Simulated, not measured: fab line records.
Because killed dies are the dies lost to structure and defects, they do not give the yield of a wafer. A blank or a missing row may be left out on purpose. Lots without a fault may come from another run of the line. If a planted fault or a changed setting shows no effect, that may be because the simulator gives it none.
Split-lot trial	flow n5 finfet	on a route of 1938 steps: 7 lots, 39 wafers read

## THE SPLIT
At N5_MIM_BOT_ETCH_ETCH_00 (etches TiN in Cl2/BCl3, target depth 45.5 nm), the setting target depth a was moved away from the recipe's 455 angstrom on 15 of the 39 wafers read, by -55.4% to +58.2%. This setting was run at the recipe's value on the other wafers.

Reading taken at the split's own step.

## THE READING
etch.depth nm (the simulator's own value, which no gauge read), in nm, at N5_MIM_BOT_ETCH_ETCH_00 (etches TiN in Cl2/BCl3, target depth 45.5 nm). The file does not state a usual value for it. Here, 24 wafers ran the recipe; their average is 45.75 nm with a standard deviation of 0.51 nm.

wafer	tool, chamber at the split	target depth a as run, angstrom	against the recipe	etch.depth nm, nm	against lot-mates on the recipe
L075.1	rie metal-01, 1	455	recipe	45.78	-
L075.2	rie metal-01, 0,1,1	455	recipe	45.62	-
L075.4	rie metal-01, 0,1,1	455	recipe	45.62	-
L075.5	rie metal-01, 0,1,1	455	recipe	45.62	-
L075.3	rie metal-01, 0	455	recipe	45.37	-
L075.6	rie metal-01, 0	455	recipe	45.4	-
L084.1	rie metal-02, 1	455	recipe	47.19	-
L084.2	rie metal-02, 0	202.8	-55.4%	20.41	-25.85
L084.3	rie metal-02, 1	202.8	-55.4%	20.86	-25.40
L084.4	rie metal-02, 0	455	recipe	45.88	-
L084.5	rie metal-02, 0	455	recipe	45.71	-
L084.6	rie metal-02, 1	202.8	-55.4%	20.88	-25.38
L085.1	rie metal-01, 0	719.6	+58.2%	71.79	+26.24
L085.2	rie metal-01, 1	455	recipe	45.46	-
L085.3	rie metal-01, 1	719.6	+58.2%	72.35	+26.80
L085.4	rie metal-01, 0	719.6	+58.2%	73.13	+27.58
L085.5	rie metal-01, 1	455	recipe	45.55	-
L085.6	rie metal-01, 0	455	recipe	45.63	-
L088.1	rie metal-01, 1	455	recipe	45.6	-
L088.2	rie metal-01, 0	348.5	-23.4%	35.12	-10.69
L088.3	rie metal-01, 0	348.5	-23.4%	34.69	-11.12
L088.4	rie metal-01, 1	455	recipe	45.88	-
L088.5	rie metal-01, 0	455	recipe	45.94	-
L088.6	rie metal-01, 1	348.5	-23.4%	34.93	-10.88
L089.1	rie metal-01, 0	455	recipe	45.88	-
L089.4	rie metal-01, 0	455	recipe	45.44	-
L089.5	rie metal-01, 0	455	recipe	45.52	-
L092.1	rie metal-03, 1	585.7	+28.7%	58.85	+12.51
L092.2	rie metal-03, 0	585.7	+28.7%	59.54	+13.20
L092.3	rie metal-03, 1	585.7	+28.7%	58.01	+11.67
L092.4	rie metal-03, 0	455	recipe	46.74	-
L092.5	rie metal-03, 0	455	recipe	46.71	-
L092.6	rie metal-03, 1	455	recipe	45.57	-
L090.1	rie metal-03, 0	311.4	-31.6%	31.42	-13.85
L090.2	rie metal-03, 1	311.4	-31.6%	30.7	-14.57
L090.3	rie metal-03, 0	455	recipe	45.98	-
L090.4	rie metal-03, 1	455	recipe	45.02	-
L090.5	rie metal-03, 1	455	recipe	44.8	-
L090.6	rie metal-03, 0	311.4	-31.6%	31.49	-13.78
Where a row lists several chambers, the file gives one row for several wafers and doesn't say which wafer went through which chamber.

FIT RESULTS
A straight line over all 39 wafers: etch.depth nm changes by +0.456 nm for each +1% of target depth a; r = +1.00; the points scatter about the line by 0.5 nm.
The same after taking each lot's own level away (the mean of its wafers on the recipe; 39 wafers): +0.457 nm for each +1%; r = +1.00; scatter 0.47 nm.
On that fit, the largest move of target depth a shifts the reading by 27 nm.
Measured against the standard deviation above, the lots' own levels, which go from 45.267 to 46.340 nm, span 2.1 times it.
The two slopes are in agreement: the lot-to-lot level therefore moves the slope only a little.
Check: for one of the wafers moved furthest among these (+58.2%), held out of the fit, the line's prediction against its lot-mates is +26.6 nm. It came out at +26.2 nm against them.

## THESE WAFERS: OTHER SPLITS
Before the reading, these wafers also passed through other splits. Each is held against what the fit with the lots' levels taken away leaves over:
other split on the same wafers	wafers away from the commonest value	r with etch.depth nm (lot level and that fit taken away)
N5_BEOL_M5_TRENCH_ETCH_37 time s	12	-0.09
N5_BEOL_M10_CVD_75 target thk a	15	-0.08

## THE FILE'S OWN FIT
etch.depth nm changes by +0.457 nm for each +1% of target depth a, r = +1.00.
